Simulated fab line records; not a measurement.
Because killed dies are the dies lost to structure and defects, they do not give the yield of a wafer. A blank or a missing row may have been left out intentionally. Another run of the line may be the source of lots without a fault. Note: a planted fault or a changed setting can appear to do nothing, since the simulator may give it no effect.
fab line records	flow n5-finfet
record lots=24	wafers=72	last-day=17
route steps=1938 shown BEOL_M14@1732 BEOL_M15@1817 MIM_TOP_LITHO@1850 TV_LITHO@1885
lots that met no fault: taken from a fault-free run of the same line
start-h: hours from the record's first day to the start of the lot's first wafer shown	wait-h: hours from the lot's prior step to this one	" as in the row above	L1.1+2: several wafers, shown together as one row	- value missing, or start not given	* or withheld: withheld	< > ~ a bound
route shown NAME@n: a module of which the file shows steps, and the number in the route of the first	usual: mean/standard deviation of fault-free wafers	same: alike in all rows	chamber/n: place in a boat	sites: each site's reading	_std_site: how widely they spread, as a standard deviation	_edge_site: mean of outer sites minus mean of inner sites	radius-mm: for every site, how far away it sits from the centre of the wafer	mask NAME#n: copy n	behind: the tool/chamber that last shaped the wafer	hold: the reason the lot was held/the length of the hold in hours/how it ended	device: which transistor (n, p or np) failed to switch	end of line: tests of these same wafers at the route's end	where a step has no rows: the recipe by itself	killed: at the first sort, the dies lost to defects and structure; wafer yield is something else	map: dies across one wafer; x = killed, . = not, _ = none there
set.NAME: setting as actually run; set.NAME@STEP: the setting as run at that earlier step	model.NAME: the simulator's own value behind a step, which no gauge read
route steps across a sampled set of lots; one table per step, one row per wafer
services: the hour from which a tool's chamber was out of use, counted from the record's first day as start-h (under 0 if before that day), plus the number of hours and why
## steps
# step N5_BEOL_M14_STRIP_63
# recipe chemistry=O2	power-w=600	temp-c=60	pressure-mtorr=30	rf-frequency-hz=6e+07	bias-power-w=0	overash-fraction=0.3	o2-flow-sccm=225
# usual drypump-motor-current-A=5.7/0.49	oes-product-au=0.79/0.086	rf-vpp-V=3.6/0.81	showerhead-plenum-p-Torr=2.13/0.087	throttle-valve-pct=16.66/0.23
lot.wafer	tool	chamber	start-h	wait-h	drypump-motor-current-A	oes-product-au	rf-hours-counter-h	rf-vpp-V	showerhead-plenum-p-Torr	throttle-valve-pct
L074.1	rie-diel-03	2	-	-	6.0	0.74	175	2.9	1.99	16.67
L074.2	"	0	"	"	6.3	0.69	208	4.9	2.17	17.03
L074.4	"	1	"	"	5.2	0.86	76	4.8	2.21	16.39
L076.1	rie-diel-01	0	-	-	6.5	0.80	104	3.0	2.15	16.70
L076.2	"	3	"	"	5.7	0.71	220	3.6	2.13	16.61
L076.4	"	2	"	"	5.1	0.91	43	3.7	2.21	16.64
L075.3	rie-diel-03	0	-	-	6.3	0.70	218	3.3	2.17	17.04
L075.4	"	3	"	"	5.6	0.66	239	2.9	2.12	17.01
L075.6	"	1	"	"	5.2	0.86	-	3.6	2.21	16.43
L077.1	rie-diel-01	2	-	-	5.0	0.88	47	4.6	2.21	16.64
L077.2	"	3	"	"	5.7	0.71	224	2.5	2.12	16.62
L077.5	"	3	"	"	5.7	0.70	-	4.7	2.12	16.60
L078.2	rie-diel-01	2	-	-	5.0	0.88	50	2.0	2.21	16.66
L078.3	"	1	"	"	5.8	0.69	237	3.8	1.99	16.78
L078.5	"	0	"	"	6.5	0.79	-	3.3	2.15	16.73
L079.1	rie-diel-04	2	-	-	5.1	0.80	73	5.0	2.17	16.27
L079.2	"	3	"	"	5.0	0.70	213	5.2	1.99	16.78
L079.6	"	0	"	"	5.5	0.84	-	3.7	2.22	16.65
L081.2	rie-diel-04	3	-	-	5.0	0.70	213	3.4	1.99	16.78
L081.3	"	0	"	"	5.5	0.84	52	3.6	2.22	16.66
L081.6	"	1	"	"	5.8	0.88	-	4.0	2.04	16.56
L080.1	rie-diel-03	1	-	-	5.2	0.84	96	3.6	2.20	16.40
L080.2	"	3	"	"	5.6	0.65	249	3.9	2.12	17.04
L080.4	"	0	"	"	6.3	0.67	230	3.6	2.16	17.09
L082.1	rie-diel-04	0	-	-	5.6	0.83	54	4.1	2.22	16.63
L082.2	"	3	"	"	5.0	0.73	215	5.3	1.99	16.80
L082.6	"	3	"	"	5.0	0.70	-	3.0	1.99	16.77
L083.1	rie-diel-03	0	-	-	6.3	0.68	231	4.1	2.16	17.08
L083.2	"	2	"	"	6.0	0.74	198	2.4	1.98	16.72
L083.5	"	0	"	"	6.3	0.69	-	3.8	2.16	17.08
L084.2	rie-diel-03	0	-	-	6.3	0.68	239	3.2	2.16	17.10
L084.4	"	1	"	"	5.2	0.82	-	4.4	2.20	16.44
L084.5	"	0	"	"	6.3	0.67	-	2.9	2.16	17.10
L085.1	rie-diel-03	0	-	-	6.3	0.68	239	3.1	2.16	17.10
L085.3	"	2	"	"	6.0	0.72	206	4.6	1.98	16.72
L085.5	"	1	"	"	5.2	0.82	-	5.1	2.20	16.42
L086.1	rie-diel-03	0	-	-	6.3	0.69	240	3.8	2.16	17.07
L086.4	"	2	"	"	6.0	0.73	206	3.3	1.98	16.71
L086.5	"	3	"	"	5.6	1.00	-	4.0	2.12	16.53
L087.1	rie-diel-04	3	-	-	5.0	0.69	230	4.7	1.98	16.80
L087.4	"	2	"	"	5.1	0.78	91	5.0	2.16	16.31
L087.5	"	0	"	"	5.6	0.82	-	3.2	2.21	16.68
L089.3	rie-diel-04	0	-	-	5.5	0.83	70	4.4	2.21	16.67
L089.4	"	2	"	"	5.1	0.79	92	2.8	2.16	16.26
L089.6	"	3	"	"	5.0	0.70	-	3.5	1.98	16.82
L088.1	rie-diel-03	1	-	-	5.2	0.80	118	3.7	2.19	16.47
L088.3	"	3	"	"	5.6	0.95	12	3.2	2.11	16.58
L088.6	"	3	"	"	5.6	0.94	-	3.3	2.11	16.55
L090.4	rie-diel-04	2	-	-	5.1	0.79	96	3.7	2.16	16.29
L090.5	"	2	"	"	5.1	0.77	-	2.7	2.16	16.31
L090.6	"	1	"	"	5.8	0.85	-	3.6	2.04	16.62
L091.2	rie-diel-01	2	-	-	5.0	0.82	79	3.3	2.20	16.74
L091.3	"	1	"	"	5.7	0.94	10	4.9	2.25	16.31
L091.5	"	1	"	"	5.7	0.92	-	2.7	2.25	16.33
L092.2	rie-diel-01	1	-	-	5.6	0.94	11	3.5	2.25	16.31
L092.4	"	0	"	"	6.5	0.76	-	2.5	2.14	16.71
L092.5	"	2	"	"	5.1	0.85	-	4.1	2.20	16.70
L093.1	rie-diel-01	0	-	-	6.5	0.76	145	2.9	2.14	16.74
L093.5	"	0	"	"	6.5	0.75	-	3.7	2.14	16.76
L093.6	"	1	"	"	5.7	0.93	-	3.2	2.25	16.30
L094.2	rie-diel-04	2	-	-	5.1	0.78	104	3.6	2.16	16.28
L094.4	"	1	"	"	5.9	0.83	74	4.2	2.03	16.64
L094.6	"	1	"	"	5.8	0.84	-	4.3	2.03	16.63
L095.1	rie-diel-03	0	-	-	6.3	0.96	6	3.8	2.15	16.67
L095.3	"	1	"	"	5.2	0.80	133	3.8	2.19	16.52
L095.5	"	3	"	"	5.6	0.92	-	4.0	2.10	16.59
L096.2	rie-diel-01	1	-	-	5.7	0.89	22	4.1	2.24	16.35
L096.4	"	2	"	"	5.1	0.84	91	2.0	2.20	16.76
L096.6	"	1	"	"	5.7	0.87	-	4.0	2.24	16.37
L097.2	rie-diel-01	2	-	-	5.0	0.83	93	3.3	2.20	16.74
L097.3	"	1	"	"	5.8	0.90	24	3.8	2.24	16.37
L097.4	"	1	"	"	5.7	0.89	-	5.0	2.24	16.35
# step N5_BEOL_M14_OCD_MEAS_35
# usual trench-depth-nm=560/19
lot.wafer	tool	chamber	start-h	wait-h	trench-depth-nm
L074.1	ocd-01	-	231.45	0.0	532
L074.2	"	-	"	"	528
L074.4	"	-	"	"	584
L076.1	ocd-01	-	249.89	0.0	585
L076.2	"	-	"	"	582
L076.4	"	-	"	"	536
L075.3	ocd-01	-	251.73	0.0	590
L075.4	"	-	"	"	537
L075.6	"	-	"	"	586
L077.1	ocd-01	-	258.85	0.0	584
L077.2	"	-	"	"	603
L077.5	"	-	"	"	581
L078.2	ocd-01	-	266.72	0.0	560
L078.3	"	-	"	"	560
L078.5	"	-	"	"	552
L079.1	ocd-01	-	274.90	0.0	582
L079.2	"	-	"	"	531
L079.6	"	-	"	"	527
L081.2	ocd-02	-	277.78	0.0	558
L081.3	"	-	"	"	600
L081.6	"	-	"	"	544
L080.1	ocd-01	-	278.52	0.0	576
L080.2	"	-	"	"	594
L080.4	"	-	"	"	540
L082.1	ocd-02	-	283.66	0.0	549
L082.2	"	-	"	"	560
L082.6	"	-	"	"	548
L083.1	ocd-02	-	284.90	0.0	572
L083.2	"	-	"	"	576
L083.5	"	-	"	"	532
L084.2	ocd-02	-	299.80	0.0	578
L084.4	"	-	"	"	528
L084.5	"	-	"	"	581
L085.1	ocd-01	-	300.37	0.0	602
L085.3	"	-	"	"	554
L085.5	"	-	"	"	566
L086.1	ocd-02	-	301.73	0.0	531
L086.4	"	-	"	"	580
L086.5	"	-	"	"	530
L087.1	ocd-01	-	325.94	0.0	529
L087.4	"	-	"	"	565
L087.5	"	-	"	"	565
L089.3	ocd-02	-	331.38	0.0	579
L089.4	"	-	"	"	563
L089.6	"	-	"	"	563
L088.1	ocd-01	-	332.00	0.0	553
L088.3	"	-	"	"	581
L088.6	"	-	"	"	580
L090.4	ocd-02	-	344.28	0.0	550
L090.5	"	-	"	"	550
L090.6	"	-	"	"	565
L091.2	ocd-01	-	347.67	0.0	572
L091.3	"	-	"	"	553
L091.5	"	-	"	"	550
L092.2	ocd-01	-	348.17	0.0	567
L092.4	"	-	"	"	547
L092.5	"	-	"	"	564
L093.1	ocd-02	-	359.33	0.0	559
L093.5	"	-	"	"	546
L093.6	"	-	"	"	564
L094.2	ocd-01	-	365.27	0.0	548
L094.4	"	-	"	"	567
L094.6	"	-	"	"	562
L095.1	ocd-02	-	368.66	0.0	559
L095.3	"	-	"	"	564
L095.5	"	-	"	"	566
L096.2	ocd-01	-	378.00	0.0	551
L096.4	"	-	"	"	559
L096.6	"	-	"	"	549
L097.2	ocd-02	-	382.76	0.0	593
L097.3	"	-	"	"	549
L097.4	"	-	"	"	577
# step N5_BEOL_M14_DEGAS_41
# recipe ambient=vacuum	temp-c=300	time-s=60
# usual heater-power-w=447/55
lot.wafer	tool	chamber	start-h	wait-h	heater-power-w
L074.1	pvd-sputter-02	-	231.94	0.2	494
L074.2	"	-	"	"	401
L074.4	"	-	"	"	396
L076.1	pvd-sputter-01	-	250.76	0.1	501
L076.2	"	-	"	"	416
L076.4	"	-	"	"	473
L075.3	pvd-sputter-02	-	254.95	0.6	488
L075.4	"	-	"	"	399
L075.6	"	-	"	"	483
L077.1	pvd-sputter-03	-	262.24	1.5	420
L077.2	"	-	"	"	599
L077.5	"	-	"	"	487
L078.2	pvd-sputter-01	-	274.26	0.3	412
L078.3	"	-	"	"	467
L078.5	"	-	"	"	510
L079.1	pvd-sputter-03	-	277.22	2.0	419
L079.2	"	-	"	"	576
L079.6	"	-	"	"	584
L081.2	pvd-sputter-02	-	279.12	0.4	490
L081.3	"	-	"	"	383
L081.6	"	-	"	"	391
L080.1	pvd-sputter-02	-	280.04	0.4	497
L080.2	"	-	"	"	410
L080.4	"	-	"	"	404
L082.1	pvd-sputter-02	-	284.94	0.6	387
L082.2	"	-	"	"	391
L082.6	"	-	"	"	412
L083.1	pvd-sputter-02	-	288.62	0.3	403
L083.2	"	-	"	"	397
L083.5	"	-	"	"	487
L084.2	pvd-sputter-02	-	300.26	0.2	386
L084.4	"	-	"	"	492
L084.5	"	-	"	"	498
L085.1	pvd-sputter-02	-	304.80	0.2	489
L085.3	"	-	"	"	400
L085.5	"	-	"	"	398
L086.1	pvd-sputter-03	-	305.14	0.5	434
L086.4	"	-	"	"	590
L086.5	"	-	"	"	467
L087.1	pvd-sputter-02	-	326.75	0.3	407
L087.4	"	-	"	"	499
L087.5	"	-	"	"	390
L088.1	pvd-sputter-03	-	339.33	0.5	597
L088.3	"	-	"	"	436
L088.6	"	-	"	"	412
L089.3	pvd-sputter-01	-	339.57	0.5	422
L089.4	"	-	"	"	418
L089.6	"	-	"	"	497
L090.4	pvd-sputter-02	-	346.91	0.3	410
L090.5	"	-	"	"	389
L090.6	"	-	"	"	416
L091.2	pvd-sputter-03	-	349.88	0.3	440
L091.3	"	-	"	"	486
L091.5	"	-	"	"	488
L092.2	pvd-sputter-01	-	350.02	0.3	416
L092.4	"	-	"	"	400
L092.5	"	-	"	"	408
L093.1	pvd-sputter-01	-	361.27	1.6	414
L093.5	"	-	"	"	397
L093.6	"	-	"	"	505
L094.2	pvd-sputter-03	-	367.15	0.4	416
L094.4	"	-	"	"	415
L094.6	"	-	"	"	487
L095.1	pvd-sputter-01	-	371.17	0.3	484
L095.3	"	-	"	"	496
L095.5	"	-	"	"	507
L096.2	pvd-sputter-02	-	379.09	0.2	489
L096.4	"	-	"	"	414
L096.6	"	-	"	"	402
L097.2	pvd-sputter-03	-	388.47	0.1	413
L097.3	"	-	"	"	589
L097.4	"	-	"	"	482
# step N5_BEOL_M15_DEGAS_41
# recipe ambient=vacuum	temp-c=300	time-s=60
# usual heater-power-w=448/53
lot.wafer	tool	chamber	start-h	wait-h	heater-power-w
L074.1	pvd-sputter-01	-	238.55	0.3	489
L074.2	"	-	"	"	508
L074.4	"	-	"	"	408
L076.1	pvd-sputter-01	-	255.74	0.1	400
L076.2	"	-	"	"	423
L076.4	"	-	"	"	495
L075.3	pvd-sputter-03	-	260.32	0.6	430
L075.4	"	-	"	"	474
L075.6	"	-	"	"	474
L077.1	pvd-sputter-02	-	271.28	0.1	485
L077.2	"	-	"	"	409
L077.5	"	-	"	"	404
L078.2	pvd-sputter-03	-	280.64	0.4	422
L078.3	"	-	"	"	431
L078.5	"	-	"	"	426
L079.1	pvd-sputter-01	-	281.87	0.1	476
L079.2	"	-	"	"	432
L079.6	"	-	"	"	508
L081.2	pvd-sputter-02	-	289.18	0.2	402
L081.3	"	-	"	"	401
L081.6	"	-	"	"	390
L080.1	pvd-sputter-01	-	289.27	0.0	407
L080.2	"	-	"	"	421
L080.4	"	-	"	"	502
L082.1	pvd-sputter-02	-	290.31	0.4	414
L082.2	"	-	"	"	401
L082.6	"	-	"	"	403
L083.1	pvd-sputter-02	-	296.75	0.2	488
L083.2	"	-	"	"	401
L083.5	"	-	"	"	400
L084.2	pvd-sputter-01	-	305.23	0.2	489
L084.4	"	-	"	"	397
L084.5	"	-	"	"	417
L085.1	pvd-sputter-02	-	314.30	0.4	490
L085.3	"	-	"	"	397
L085.5	"	-	"	"	509
L086.1	pvd-sputter-01	-	314.79	0.2	509
L086.4	"	-	"	"	480
L086.5	"	-	"	"	483
L087.1	pvd-sputter-01	-	339.89	0.2	500
L087.4	"	-	"	"	434
L087.5	"	-	"	"	412
L088.1	pvd-sputter-02	-	344.55	0.1	406
L088.3	"	-	"	"	395
L088.6	"	-	"	"	495
L089.3	pvd-sputter-03	-	348.04	0.2	473
L089.4	"	-	"	"	436
L089.6	"	-	"	"	424
L090.4	pvd-sputter-03	-	353.12	0.4	481
L090.5	"	-	"	"	419
L090.6	"	-	"	"	595
L091.2	pvd-sputter-01	-	355.13	0.3	481
L091.3	"	-	"	"	407
L091.5	"	-	"	"	500
L092.2	pvd-sputter-03	-	355.32	0.3	426
L092.4	"	-	"	"	578
L092.5	"	-	"	"	412
L093.1	pvd-sputter-03	-	367.51	0.8	589
L093.5	"	-	"	"	473
L093.6	"	-	"	"	419
L094.2	pvd-sputter-02	-	374.10	0.1	496
L094.4	"	-	"	"	395
L094.6	"	-	"	"	410
L095.1	pvd-sputter-01	-	378.39	0.3	482
L095.3	"	-	"	"	506
L095.5	"	-	"	"	428
L096.2	pvd-sputter-02	-	387.37	0.2	392
L096.4	"	-	"	"	392
L096.6	"	-	"	"	383
L097.2	pvd-sputter-03	-	399.68	0.3	432
L097.3	"	-	"	"	583
L097.4	"	-	"	"	410
# step N5_MIM_TOP_LITHO_DESCUM_10
# recipe chemistry=O2	time-s=7.9	source-power-w=50	bias-power-w=20	pressure-mtorr=20	rf-frequency-hz=2.712e+07	temp-c=40	o2-flow-sccm=225
# usual drypump-motor-current-A=5.7/0.47	oes-product-au=0.80/0.086	rf-vpp-V=243.7/1.5	showerhead-plenum-p-Torr=2.12/0.085	throttle-valve-pct=20.39/0.2
lot.wafer	tool	chamber	start-h	wait-h	drypump-motor-current-A	oes-product-au	rf-hours-counter-h	rf-vpp-V	showerhead-plenum-p-Torr	throttle-valve-pct
L074.1	rie-diel-03	0	242.75	0.5	6.3	0.70	214	244.1	2.16	20.80
L074.2	"	3	"	"	5.6	0.67	235	242.4	2.12	20.71
L074.4	"	1	"	"	5.2	0.85	82	244.1	2.20	20.10
L076.1	rie-diel-01	0	261.98	0.2	6.5	0.79	108	242.4	2.14	20.52
L076.2	"	3	"	"	5.7	0.70	226	243.1	2.12	20.31
L076.4	"	1	"	"	5.8	0.68	237	241.2	1.99	20.53
L075.3	rie-diel-04	1	264.36	0.0	5.8	0.87	40	242.6	2.04	20.32
L075.4	"	0	"	"	5.6	0.85	47	245.5	2.22	20.37
L075.6	"	0	"	"	5.6	0.85	-	245.7	2.22	20.38
L077.1	rie-diel-03	3	275.64	0.0	5.6	0.66	249	242.9	2.11	20.71
L077.2	"	0	"	"	6.3	0.68	229	242.8	2.16	20.83
L077.5	"	1	"	"	5.2	0.83	-	243.8	2.20	20.15
L078.2	rie-diel-03	1	286.55	0.0	5.2	0.82	100	244.4	2.20	20.14
L078.3	"	0	"	"	6.3	0.68	233	244.3	2.16	20.83
L078.5	"	1	"	"	5.2	0.81	-	244.6	2.20	20.14
L079.1	rie-diel-01	1	288.69	0.0	5.7	0.67	245	240.9	1.99	20.53
L079.2	"	2	"	"	5.1	0.87	58	244.6	2.20	20.46
L079.6	"	3	"	"	5.7	0.70	-	244.8	2.12	20.30
L081.2	rie-diel-04	3	294.85	0.0	5.0	0.70	220	241.2	1.98	20.50
L081.3	"	1	"	"	5.9	0.86	51	242.7	2.04	20.34
L081.6	"	0	"	"	5.5	0.84	-	246.0	2.21	20.40
L080.1	rie-diel-04	2	297.23	0.6	5.1	0.80	81	245.9	2.16	19.99
L080.2	"	0	"	"	5.5	0.83	59	243.8	2.21	20.40
L080.4	"	3	"	"	5.0	0.70	221	239.9	1.98	20.52
L082.1	rie-diel-01	2	297.36	0.5	5.1	0.88	62	244.7	2.20	20.47
L082.2	"	0	"	"	6.5	0.79	121	244.6	2.14	20.53
L082.6	"	0	"	"	6.5	0.78	-	243.8	2.14	20.55
L083.1	rie-diel-04	3	301.34	0.2	5.1	0.70	222	241.6	1.98	20.52
L083.2	"	1	"	"	5.8	0.86	54	243.0	2.04	20.33
L083.5	"	0	"	"	5.5	0.83	-	244.9	2.21	20.42
L084.2	rie-diel-01	2	315.26	0.0	5.0	0.85	66	245.8	2.20	20.47
L084.4	"	0	"	"	6.5	0.77	-	244.0	2.14	20.54
L084.5	"	2	"	"	5.1	0.84	-	246.1	2.20	20.48
L085.1	rie-diel-03	2	319.25	0.0	6.0	0.71	214	240.9	1.97	20.45
L085.3	"	3	"	"	5.6	0.97	8	245.1	2.11	20.30
L085.5	"	1	"	"	5.2	0.81	-	245.5	2.19	20.16
L086.1	rie-diel-01	1	322.54	0.2	5.7	0.98	0	246.6	2.25	20.06
L086.4	"	2	"	"	5.0	0.85	70	244.5	2.20	20.48
L086.5	"	1	"	"	5.7	0.98	-	245.1	2.25	20.06
L087.1	rie-diel-01	1	345.20	0.0	5.8	0.94	10	245.1	2.25	20.07
L087.4	"	2	"	"	5.0	0.83	-	245.5	2.20	20.48
L087.5	"	1	"	"	5.7	0.93	-	245.6	2.25	20.08
L088.1	rie-diel-01	1	349.37	0.2	5.8	0.92	12	244.5	2.24	20.07
L088.3	"	0	"	"	6.5	0.75	142	243.5	2.13	20.58
L088.6	"	1	"	"	5.7	0.92	-	244.2	2.24	20.08
L089.3	rie-diel-03	1	353.26	0.0	5.2	0.80	128	244.8	2.19	20.17
L089.4	"	3	"	"	5.6	0.93	23	244.2	2.10	20.32
L089.6	"	3	"	"	5.6	0.91	-	244.7	2.10	20.31
L090.4	rie-diel-01	0	359.38	0.0	6.5	0.76	146	243.5	2.13	20.57
L090.5	"	3	"	"	5.7	0.95	-	244.1	2.11	19.89
L090.6	"	2	"	"	5.0	0.83	-	244.8	2.19	20.51
L091.2	rie-diel-03	1	361.78	0.0	5.2	0.80	131	244.1	2.18	20.18
L091.3	"	0	"	"	6.2	0.94	4	244.5	2.15	20.51
L091.5	"	1	"	"	5.1	0.79	-	244.8	2.18	20.19
L092.2	rie-diel-03	3	361.90	0.0	5.6	0.92	26	241.7	2.10	20.32
L092.4	"	1	"	"	5.2	0.80	131	244.3	2.18	20.17
L092.5	"	2	"	"	6.0	0.70	-	240.0	1.97	20.47
L093.1	rie-diel-03	1	371.87	0.0	5.2	0.79	135	245.1	2.18	20.19
L093.5	"	2	"	"	6.0	0.71	-	241.0	1.97	20.46
L093.6	"	1	"	"	5.2	0.78	-	244.4	2.18	20.19
L094.2	rie-diel-04	1	379.29	0.0	5.8	0.83	81	241.7	2.03	20.39
L094.4	"	0	"	"	5.6	0.80	88	244.2	2.20	20.43
L094.6	"	1	"	"	5.8	0.83	-	243.3	2.03	20.38
L095.1	rie-diel-03	2	382.47	0.0	6.0	0.70	239	242.1	1.97	20.48
L095.3	"	0	"	"	6.3	0.92	11	243.7	2.15	20.48
L095.5	"	0	"	"	6.2	0.92	-	241.9	2.15	20.50
L096.2	rie-diel-04	1	392.93	0.1	5.8	0.82	86	243.3	2.03	20.39
L096.4	"	2	"	"	5.1	0.76	-	246.0	2.15	20.06
L096.6	"	0	"	"	5.5	0.80	-	243.8	2.20	20.45
L097.2	rie-diel-03	0	406.45	0.0	6.3	0.90	20	244.4	2.14	20.52
L097.3	"	2	"	"	6.0	0.70	248	241.0	1.96	20.50
L097.4	"	3	"	"	5.7	0.89	42	243.9	2.10	20.35
# step N5_PASSIVATION_INSPECT_61
# recipe mode=adi	inspect-instrument=macro
# usual raw-defect-count=1.9/1.4
lot.wafer	tool	chamber	start-h	wait-h	raw-defect-count
L074.1	defect-inspect-02	-	247.00	0.0	2
L074.2	"	-	"	"	1
L074.4	"	-	"	"	1
L076.1	defect-inspect-02	-	265.14	0.0	5
L076.2	"	-	"	"	1
L076.4	"	-	"	"	1
L075.3	defect-inspect-02	-	270.92	0.0	3
L075.4	"	-	"	"	1
L075.6	"	-	"	"	4
L077.1	defect-inspect-01	-	277.94	0.0	1
L077.2	"	-	"	"	3
L077.5	"	-	"	"	2
L078.2	defect-inspect-01	-	288.89	0.0	2
L078.3	"	-	"	"	4
L078.5	"	-	"	"	1
L079.1	defect-inspect-01	-	291.64	0.0	1
L079.2	"	-	"	"	2
L079.6	"	-	"	"	0
L081.2	defect-inspect-02	-	297.62	0.0	5
L081.3	"	-	"	"	1
L081.6	"	-	"	"	6
L080.1	defect-inspect-02	-	299.67	0.0	6
L080.2	"	-	"	"	1
L080.4	"	-	"	"	4
L082.1	defect-inspect-02	-	299.81	0.0	0
L082.2	"	-	"	"	0
L082.6	"	-	"	"	0
L083.1	defect-inspect-02	-	303.76	0.0	5
L083.2	"	-	"	"	4
L083.5	"	-	"	"	2
L084.2	defect-inspect-01	-	317.77	0.0	2
L084.4	"	-	"	"	1
L084.5	"	-	"	"	0
L085.1	defect-inspect-02	-	321.99	0.0	2
L085.3	"	-	"	"	3
L085.5	"	-	"	"	3
L086.1	defect-inspect-02	-	324.97	0.0	2
L086.4	"	-	"	"	3
L086.5	"	-	"	"	1
L087.1	defect-inspect-02	-	347.88	0.0	1
L087.4	"	-	"	"	1
L087.5	"	-	"	"	2
L088.1	defect-inspect-01	-	352.43	0.0	4
L088.3	"	-	"	"	2
L088.6	"	-	"	"	1
L089.3	defect-inspect-01	-	357.86	0.0	3
L089.4	"	-	"	"	3
L089.6	"	-	"	"	2
L090.4	defect-inspect-02	-	361.86	0.0	3
L090.5	"	-	"	"	3
L090.6	"	-	"	"	3
L092.2	defect-inspect-01	-	364.42	0.0	2
L092.4	"	-	"	"	1
L092.5	"	-	"	"	2
L091.2	defect-inspect-01	-	364.46	0.0	2
L091.3	"	-	"	"	2
L091.5	"	-	"	"	1
L093.1	defect-inspect-02	-	374.53	0.0	2
L093.5	"	-	"	"	1
L093.6	"	-	"	"	2
L094.2	defect-inspect-02	-	381.94	0.0	2
L094.4	"	-	"	"	3
L094.6	"	-	"	"	2
L095.1	defect-inspect-02	-	386.76	0.0	3
L095.3	"	-	"	"	2
L095.5	"	-	"	"	2
L096.2	defect-inspect-02	-	397.51	0.0	2
L096.4	"	-	"	"	1
L096.6	"	-	"	"	1
L097.2	defect-inspect-01	-	410.66	0.0	1
L097.3	"	-	"	"	2
L097.4	"	-	"	"	2
## services
tool	chamber	start-h	hours	kind
rie-diel-04	1	218.01	6.0	repair
rie-diel-03	3	280.33	-	clean
rie-diel-03	3	280.33	-	consumable-replace:focus-ring
rie-diel-03	3	280.33	19.1	scheduled-down
rie-diel-03	3	280.33	19.1	vent-cycle
rie-diel-01	2	299.64	2.8	repair
rie-diel-01	1	302.48	-	clean
rie-diel-01	1	302.48	-	consumable-replace:focus-ring
rie-diel-01	1	302.48	-	consumable-replace:showerhead
rie-diel-01	1	302.48	17.3	scheduled-down
rie-diel-01	1	302.48	17.3	vent-cycle
rie-diel-01	3	329.51	-	clean
rie-diel-01	3	329.51	-	consumable-replace:focus-ring
rie-diel-03	0	334.66	-	clean
rie-diel-03	0	334.66	-	consumable-replace:focus-ring
rie-diel-03	0	334.66	15.4	scheduled-down
rie-diel-03	0	334.66	15.4	vent-cycle
pvd-sputter-02	-	335.77	2.8	repair
pvd-sputter-01	-	342.33	3.2	repair
pvd-sputter-02	-	362.69	0.6	repair
rie-diel-04	3	366.32	7.2	repair
rie-diel-01	3	380.66	7.1	repair
pvd-sputter-01	-	383.35	4.8	repair
pvd-sputter-01	-	391.72	2.1	repair
## key
fault none
